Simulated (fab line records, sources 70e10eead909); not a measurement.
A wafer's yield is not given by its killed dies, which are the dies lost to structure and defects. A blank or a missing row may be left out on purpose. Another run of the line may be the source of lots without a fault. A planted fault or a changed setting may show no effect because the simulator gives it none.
A lot that was struck, set against a sound lot || flow nand-harc || 40 steps out of a route of 1302
Sound: these wafers, L269.1, L269.3, L269.4. The struck wafers were L277.3, L277.5, L277.6. Last of all comes the cause.
For every step that has rows: the tool of each side, followed by ch and its chambers, followed by its first start. Under that, the readings that differ: sound wafers || struck wafers || difference of the means || sigmas: that difference in standard deviations of wafers without a fault.
alike: readings with means less than 2 such deviations apart, plus words and numbers identical on both sides. not compared: withheld readings, readings lacking a value on some wafer, bounds such as >300 that could conceal the same value, and numbers that have no deviation in the record and whose values overlap.
The two part at a step that has a row with sigmas, a row that says differs or no value, or rows on one side only. Non-overlapping numbers with no deviation appear without sigmas and do not part them. A reading missing from all wafers of one side parts the sides only when that side holds two or more wafers.

first, 3 steps without rows for these wafers: NHARC_A_CONTACT_ETCH_89 (etches the open film in N2/H2, target depth 260 nm, time 475.3 s); NHARC_A_CONTACT_ETCH_30 (etches the open film in CF4/CHF3, target depth 72.6 nm, time 36.3 s); NHARC_A_CONTACT_ETCH_31 (etches the open film in O2/COS, target depth 2800 nm, time 728 s).
NHARC_A_CONTACT_ETCH_134: etches the open film in C4F8/O2/Ar, time 140 s, target depth 700 nm.
  sound on har-cap-etch-02 ch 0,1, day 22 02:50; struck on har-cap-etch-03 ch 0,1, day 25 12:06
  not compared: rf-hours-counter-h
then, 6 steps without rows for these wafers: NHARC_A_CONTACT_ETCH_135 (etches the open film in C4F8/O2/Ar, time 311 s, target depth 1912 nm); NHARC_A_CONTACT_ETCH_136 (etches the open film in C4F8/O2/Ar, time 311 s, target depth 1912 nm); NHARC_A_CONTACT_ETCH_137 (etches the open film in C4F8/O2/Ar, time 311 s, target depth 1912 nm); NHARC_A_CONTACT_ETCH_138 (etches the open film in C4F8/O2/Ar, time 311 s, target depth 1914 nm); NHARC_A_CONTACT_ETCH_139 (etches the open film in C4F8/O2/Ar, time 195 s, target depth 840 nm); NHARC_A_CONTACT_ETCH_92 (etches the open film in CH3F/O2, target depth 40 nm, time 85.7 s).
NHARC_A_CONTACT_ETCH_98: etches the open film in C4F6/O2, target depth 20 nm, time 10 s.
  sound: rie-diel-03 ch 0,1,2; struck: rie-diel-10 ch 0,1,3
  alike: bias-w, drypump-motor-current-A, mfc-ar-sccm, oes-product-au, rf-vpp-V, showerhead-plenum-p-Torr, throttle-valve-pct
  not compared: rf-hours-counter-h
NHARC_A_CONTACT_CD_MEAS_15:
  sound: cd-sem-01 at day 22 04:53; struck: cd-sem-03 at day 25 14:06
  alike: cd-nm
NHARC_A_CONTACT_STRIP_107: strips in N2/H2.
  sound on rie-diel-03 ch 1,2,3, day 22 04:58; struck on rie-diel-10 ch 0,1,3, day 25 14:11
then, 7 steps without rows for these wafers: NHARC_A_CONTACT_STRIP_108 (strips in CF4/CHF3); NHARC_A_CONTACT_STRIP_109 (strips in O2/COS); NHARC_A_CONTACT_ETCH_110 (etches the open film in CF4/O2, target depth 60 nm, overetch 6 nm, time 33 s); NHARC_A_CONTACT_STRIP_26 (strips in O2); NHARC_A_CONTACT_STRIP_27 (strips in post etch residue remover, time 600 s); NHARC_A_CONTACT_ALD_18 (deposits TiN, target thk 3 nm, pulse time 1 s, ald cycles 150); NHARC_A_CONTACT_CVD_19 (deposits W, target thk 300 nm, time 802 s).
NHARC_A_CONTACT_CMP_20: polishes, t overpolish 30 s, target thk 300 nm.
  sound on cmp-02 ch 0,1,3, day 22 06:59; struck on cmp-04 ch 0,1,3, day 25 16:12
  alike: motor-current-A, overpolish-run-s, time-to-endpoint-s
  not compared: pad-life-wafers
then, 11 steps without rows for these wafers: NHARC_A_CONTACT_SRD_22; NHARC_A_BLC_DEHYDRATE_00 (time 120 s); NHARC_A_BLC_HMDS_01 (time 30 s); NHARC_A_BLC_COAT_02 (time 75 s); NHARC_A_BLC_COAT_03 (time 65 s); NHARC_A_BLC_COAT_04 (resist thk 90 nm); NHARC_A_BLC_SOFTBAKE_05 (time 55 s); NHARC_A_BLC_EBR_06; NHARC_A_BLC_EXPOSE_07 (exposes mask A BLC, target cd 100 nm); NHARC_A_BLC_PEB_08 (peb time 65 s); NHARC_A_BLC_DEVELOP_09 (develop time 35 s).
NHARC_A_BLC_CD_MEAS_10: the cd target is 100 nm.
  sound on cd-sem-02 ch 0, day 22 07:52; struck on cd-sem-02 ch 0, day 25 17:02
  alike: cd-nm
NHARC_A_BLC_OVL_MEAS_11:
  sound: overlay-02 at day 22 07:58; struck: overlay-02 at day 25 17:08
{"reading": "overlay-x-nm (nm)", "sound": "0.7 0.6 0.7", "struck": "-1.2 -1.5 -1.7", "difference": -2.1, "sigmas": -2}
  alike: overlay-y-nm
then, 2 steps without rows for these wafers: NHARC_A_BLC_DESCUM_15 (chemistry O2, time 3 s); NHARC_A_BLC_ETCH_16 (etches the open film in CF4, target depth 39 nm, time 65 s).
NHARC_A_BLC_ETCH_17: etches the open film in N2/H2, target depth 390 nm, time 609.38 s.
  sound: rie-diel-04 ch 1,2,3; struck: rie-diel-09 ch 2,3
  alike: bias-w, drypump-motor-current-A, mfc-ar-sccm, oes-product-au, rf-vpp-V, showerhead-plenum-p-Torr, throttle-valve-pct
  not compared: rf-hours-counter-h
NHARC_A_BLC_ETCH_18: etches the open film in C4F8/O2/Ar, target depth 910 nm.
  sound: rie-diel-04 ch 0,1,3; struck: rie-diel-09 ch 0,1,2
  alike: bias-w, oes-product-au, rf-vpp-V
  not compared: rf-hours-counter-h
NHARC_A_BLC_CD_MEAS_19:
  sound: cd-sem-03 at day 22 09:01; struck: cd-sem-03 at day 25 18:13
  alike: cd-nm
NHARC_END_SORT_01:
  the record has rows for the struck wafers here (prober-02 ch 0, day 27 15:06) and none for the sound ones

WHERE THEY PART
First at NHARC_A_BLC_OVL_MEAS_11; last, within this record, at NHARC_END_SORT_01.

WHY: what the simulator had put in
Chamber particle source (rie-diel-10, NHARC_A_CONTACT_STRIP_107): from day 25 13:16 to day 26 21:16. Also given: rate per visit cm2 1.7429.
